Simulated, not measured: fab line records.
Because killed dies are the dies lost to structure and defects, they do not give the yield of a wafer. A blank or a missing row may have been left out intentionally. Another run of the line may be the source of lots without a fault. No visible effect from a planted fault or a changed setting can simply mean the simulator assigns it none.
Matching of chambers	flow nandHarc	4 sister chambers for NHARC_A_CONTACT_CMP_20 on cmp-02
The step polishes, t overpolish 30 s, target thk 300 nm. 14 wafers are shown with their chamber, then 7 later ones without.

WAFERS PAIRED WITH THEIR CHAMBERS
wafer	chamber	motorCurrentA (A)	timeToEndpointS (s)	overpolishRunS (s)
L570.1	1	11.6	58	30.001
L570.3	3	13.6	59	29.991
L570.5	3	13.0	59	29.995
L581.2	0	11.0	59	30.007
L581.4	2	10.3	60	29.999
L581.6	1	11.1	61	29.993
L580.3	0	10.8	63	29.985
L580.4	2	10.3	60	30.000
L580.6	0	11.2	64	29.989
L582.1	2	10.6	61	30.000
L582.2	3	13.5	61	30.005
L582.4	0	11.5	59	30.009
L584.1	1	12.9	59	29.992
L584.5	2	9.9	57	30.010

SIGNATURES, as means of the wafers listed above
reading	chamber 0	chamber 1	chamber 2	chamber 3	scatter within a chamber
motorCurrentA	11.125	11.867	10.275	13.367	0.495
timeToEndpointS	61.25	59.33	59.50	59.67	1.93
overpolishRunS	29.99750	29.99533	30.00225	29.99700	0.00827
Rule: a wafer's distance from a chamber is the root of the sum, over the readings, of the square of ((its reading less the chamber's mean) divided by the reading's scatter). If the next closest chamber is less than 2 further off than the closest, the wafer can't be placed; otherwise it belongs to the closest. How the scatter is found: for the shown wafers, subtract from each reading the mean of its chamber, square and add these, divide the total by (wafers less chambers), then take the root.

WAFERS WHOSE CHAMBER IS MISSING
wafer	motorCurrentA (A)	timeToEndpointS (s)	overpolishRunS (s)
L584.6	13.9	59	30.001
L583.1	11.3	56	29.998
L583.5	10.6	57	30.006
L583.6	13.8	55	29.996
L590.2	10.9	57	30.003
L590.3	13.8	61	29.998
L590.4	11.3	58	30.002

CHAMBER TAKEN BY EACH
wafer	from the rows above	in truth
L584.6	3	3
L583.1	can't be placed: 1 or 0 or 2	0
L583.5	can't be placed: 2 or 0 or 1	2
L583.6	can't be placed: 3 or 1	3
L590.2	can't be placed: 2 or 0 or 1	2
L590.3	3	3
L590.4	can't be placed: 1 or 0 or 2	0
Correctly placed: 2 of 7. Can't be placed from these rows: 5 (the true chamber is among the candidates in 5). Placed wrongly: 0.
